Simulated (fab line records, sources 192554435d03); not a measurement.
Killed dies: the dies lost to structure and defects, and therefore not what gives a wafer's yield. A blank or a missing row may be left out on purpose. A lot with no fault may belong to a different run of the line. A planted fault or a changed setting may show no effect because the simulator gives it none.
Split-lot experiment / flow n5-finfet / on a route of 1938 steps: 7 lots, 39 wafers read

== THE SPLIT ==
At N5_MIM_BOT_ETCH_ETCH_04 (etches SiNx in CF4/O2, target depth 26 nm, time 13 s), the setting time-s was moved away from the recipe's 13 s on 12 of the 39 wafers read, by -57.2% to +50.6%. The other wafers ran this setting at the recipe's value.

The reading is taken at the split's own step.

== THE READING ==
MIM_BOT_ETCH.cd-offset-nm (the simulator's own value, which no gauge read), in nm, at N5_MIM_BOT_ETCH_ETCH_04 (etches SiNx in CF4/O2, target depth 26 nm, time 13 s). The file gives no usual value for it. Here, 27 wafers ran the recipe; their average is -0.0 nm with a standard deviation of 0.099 nm.

wafer=L079.1; tool, chamber at the split=rie-diel-02, 2; time-s as run, s=5.569; against the recipe=-57.2%; MIM_BOT_ETCH.cd-offset-nm, nm=0.6; against lot-mates on the recipe=+0.5
wafer=L079.2; tool, chamber at the split=rie-diel-02, 0; time-s as run, s=13; against the recipe=recipe; MIM_BOT_ETCH.cd-offset-nm, nm=0; against lot-mates on the recipe=-
wafer=L079.3; tool, chamber at the split=rie-diel-02, 1; time-s as run, s=5.569; against the recipe=-57.2%; MIM_BOT_ETCH.cd-offset-nm, nm=0.8; against lot-mates on the recipe=+0.7
wafer=L079.4; tool, chamber at the split=rie-diel-02, 3; time-s as run, s=5.569; against the recipe=-57.2%; MIM_BOT_ETCH.cd-offset-nm, nm=0.8; against lot-mates on the recipe=+0.7
wafer=L079.5; tool, chamber at the split=rie-diel-02, 0; time-s as run, s=13; against the recipe=recipe; MIM_BOT_ETCH.cd-offset-nm, nm=0; against lot-mates on the recipe=-
wafer=L079.6; tool, chamber at the split=rie-diel-02, 3; time-s as run, s=13; against the recipe=recipe; MIM_BOT_ETCH.cd-offset-nm, nm=0.2; against lot-mates on the recipe=-
wafer=L084.1; tool, chamber at the split=rie-diel-01, 1; time-s as run, s=13; against the recipe=recipe; MIM_BOT_ETCH.cd-offset-nm, nm=-0.2; against lot-mates on the recipe=-
wafer=L084.2; tool, chamber at the split=rie-diel-01, 0; time-s as run, s=13; against the recipe=recipe; MIM_BOT_ETCH.cd-offset-nm, nm=0; against lot-mates on the recipe=-
wafer=L084.3; tool, chamber at the split=rie-diel-01, 3; time-s as run, s=13; against the recipe=recipe; MIM_BOT_ETCH.cd-offset-nm, nm=0; against lot-mates on the recipe=-
wafer=L084.4; tool, chamber at the split=rie-diel-01, 1; time-s as run, s=13; against the recipe=recipe; MIM_BOT_ETCH.cd-offset-nm, nm=-0.2; against lot-mates on the recipe=-
wafer=L084.5; tool, chamber at the split=rie-diel-01, 0; time-s as run, s=13; against the recipe=recipe; MIM_BOT_ETCH.cd-offset-nm, nm=0; against lot-mates on the recipe=-
wafer=L084.6; tool, chamber at the split=rie-diel-01, 3; time-s as run, s=13; against the recipe=recipe; MIM_BOT_ETCH.cd-offset-nm, nm=0; against lot-mates on the recipe=-
wafer=L090.1; tool, chamber at the split=rie-diel-01, 0; time-s as run, s=19.58; against the recipe=+50.6%; MIM_BOT_ETCH.cd-offset-nm, nm=-0.6; against lot-mates on the recipe=-0.6
wafer=L090.2; tool, chamber at the split=rie-diel-01, 3; time-s as run, s=13; against the recipe=recipe; MIM_BOT_ETCH.cd-offset-nm, nm=0; against lot-mates on the recipe=-
wafer=L090.3; tool, chamber at the split=rie-diel-01, 1; time-s as run, s=19.58; against the recipe=+50.6%; MIM_BOT_ETCH.cd-offset-nm, nm=-0.8; against lot-mates on the recipe=-0.8
wafer=L090.4; tool, chamber at the split=rie-diel-01, 0; time-s as run, s=19.58; against the recipe=+50.6%; MIM_BOT_ETCH.cd-offset-nm, nm=-0.6; against lot-mates on the recipe=-0.6
wafer=L090.5; tool, chamber at the split=rie-diel-01, 3; time-s as run, s=13; against the recipe=recipe; MIM_BOT_ETCH.cd-offset-nm, nm=0; against lot-mates on the recipe=-
wafer=L090.6; tool, chamber at the split=rie-diel-01, 1; time-s as run, s=13; against the recipe=recipe; MIM_BOT_ETCH.cd-offset-nm, nm=0; against lot-mates on the recipe=-
wafer=L091.1; tool, chamber at the split=rie-diel-06, 3; time-s as run, s=13; against the recipe=recipe; MIM_BOT_ETCH.cd-offset-nm, nm=-0.2; against lot-mates on the recipe=-
wafer=L091.2; tool, chamber at the split=rie-diel-06, 1; time-s as run, s=14.96; against the recipe=+15.1%; MIM_BOT_ETCH.cd-offset-nm, nm=-0.2; against lot-mates on the recipe=-0.1
wafer=L091.3; tool, chamber at the split=rie-diel-06, 0; time-s as run, s=13; against the recipe=recipe; MIM_BOT_ETCH.cd-offset-nm, nm=0; against lot-mates on the recipe=-
wafer=L091.4; tool, chamber at the split=rie-diel-06, 2; time-s as run, s=14.96; against the recipe=+15.1%; MIM_BOT_ETCH.cd-offset-nm, nm=-0.2; against lot-mates on the recipe=-0.1
wafer=L091.5; tool, chamber at the split=rie-diel-06, 3; time-s as run, s=14.96; against the recipe=+15.1%; MIM_BOT_ETCH.cd-offset-nm, nm=-0.4; against lot-mates on the recipe=-0.3
wafer=L091.6; tool, chamber at the split=rie-diel-06, 2; time-s as run, s=13; against the recipe=recipe; MIM_BOT_ETCH.cd-offset-nm, nm=0; against lot-mates on the recipe=-
wafer=L093.1; tool, chamber at the split=rie-diel-01, 0; time-s as run, s=9.225; against the recipe=-29.0%; MIM_BOT_ETCH.cd-offset-nm, nm=0.4; against lot-mates on the recipe=+0.5
wafer=L093.2; tool, chamber at the split=rie-diel-01, 1; time-s as run, s=13; against the recipe=recipe; MIM_BOT_ETCH.cd-offset-nm, nm=-0.2; against lot-mates on the recipe=-
wafer=L093.3; tool, chamber at the split=rie-diel-01, 2; time-s as run, s=9.225; against the recipe=-29.0%; MIM_BOT_ETCH.cd-offset-nm, nm=0.2; against lot-mates on the recipe=+0.3
wafer=L093.4; tool, chamber at the split=rie-diel-01, 3; time-s as run, s=13; against the recipe=recipe; MIM_BOT_ETCH.cd-offset-nm, nm=0; against lot-mates on the recipe=-
wafer=L093.5; tool, chamber at the split=rie-diel-01, 2; time-s as run, s=13; against the recipe=recipe; MIM_BOT_ETCH.cd-offset-nm, nm=0; against lot-mates on the recipe=-
wafer=L093.6; tool, chamber at the split=rie-diel-01, 3; time-s as run, s=9.225; against the recipe=-29.0%; MIM_BOT_ETCH.cd-offset-nm, nm=0.4; against lot-mates on the recipe=+0.5
wafer=L094.1; tool, chamber at the split=rie-diel-06, 2; time-s as run, s=13; against the recipe=recipe; MIM_BOT_ETCH.cd-offset-nm, nm=0; against lot-mates on the recipe=-
wafer=L094.2; tool, chamber at the split=rie-diel-06, 3; time-s as run, s=13; against the recipe=recipe; MIM_BOT_ETCH.cd-offset-nm, nm=-0.2; against lot-mates on the recipe=-
wafer=L094.3; tool, chamber at the split=rie-diel-06, 0; time-s as run, s=13; against the recipe=recipe; MIM_BOT_ETCH.cd-offset-nm, nm=0; against lot-mates on the recipe=-
wafer=L094.4; tool, chamber at the split=rie-diel-06, 1; time-s as run, s=13; against the recipe=recipe; MIM_BOT_ETCH.cd-offset-nm, nm=0; against lot-mates on the recipe=-
wafer=L094.5; tool, chamber at the split=rie-diel-06, 3; time-s as run, s=13; against the recipe=recipe; MIM_BOT_ETCH.cd-offset-nm, nm=-0.2; against lot-mates on the recipe=-
wafer=L094.6; tool, chamber at the split=rie-diel-06, 0; time-s as run, s=13; against the recipe=recipe; MIM_BOT_ETCH.cd-offset-nm, nm=0; against lot-mates on the recipe=-
wafer=L092.1; tool, chamber at the split=rie-diel-06, 1; time-s as run, s=13; against the recipe=recipe; MIM_BOT_ETCH.cd-offset-nm, nm=0; against lot-mates on the recipe=-
wafer=L092.3; tool, chamber at the split=rie-diel-06, 2; time-s as run, s=13; against the recipe=recipe; MIM_BOT_ETCH.cd-offset-nm, nm=0; against lot-mates on the recipe=-
wafer=L092.4; tool, chamber at the split=rie-diel-06, 3; time-s as run, s=13; against the recipe=recipe; MIM_BOT_ETCH.cd-offset-nm, nm=-0.2; against lot-mates on the recipe=-

THE FIT
A straight line over all 39 wafers: MIM_BOT_ETCH.cd-offset-nm changes by -0.0131 nm for each +1% of time-s; r = -0.95; the points scatter about the line by 0.1 nm.
The same after taking each lot's own level away (the mean of its wafers on the recipe; 39 wafers): -0.0125 nm for each +1%; r = -0.95; scatter 0.095 nm.
The reading moves by 0.72 nm for the largest change in time-s, on that fit.
Measured against the standard deviation above, the lots' own levels, which go from -0.07 to 0.07 nm, span 1.3 times it.
Consequently the slope shifts little with the lot-to-lot level, the two slopes agreeing.
Check: for one of the wafers moved furthest among these (-57.2%), held out of the fit, the line's prediction against its lot-mates is +0.751 nm. Against them it came out at +0.533 nm.

== OTHER SPLITS APPLIED TO THESE WAFERS ==
Other splits were also applied to these wafers ahead of the reading. Each is held against what the fit with the lots' levels taken away leaves over:
other split on the same wafers=N5_BEOL_M12_TRENCH_ETCH_34 target-depth-a; wafers away from the commonest value=12; r with MIM_BOT_ETCH.cd-offset-nm (lot level and that fit taken away)=-0.09

== THE WHOLE CHAIN: every reading that the file lists as answering this split, in the file's order ==
step=N5_MIM_BOT_ETCH_ETCH_04; what it does=etches SiNx in CF4/O2, target depth 26 nm, time 13 s; reading=etch.depth-nm (the simulator's own value, which no gauge read); change (the file's fit)=+0.263 nm for each +1% of the setting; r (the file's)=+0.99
step=N5_MIM_BOT_ETCH_ETCH_04; what it does=etches SiNx in CF4/O2, target depth 26 nm, time 13 s; reading=MIM_BOT_ETCH.cd-offset-nm (the simulator's own value, which no gauge read); change (the file's fit)=-0.0125 nm for each +1% of the setting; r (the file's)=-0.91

== FILE'S OWN FIT ==
MIM_BOT_ETCH.cd-offset-nm changes by -0.0125 nm for each +1% of time-s, r = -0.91.
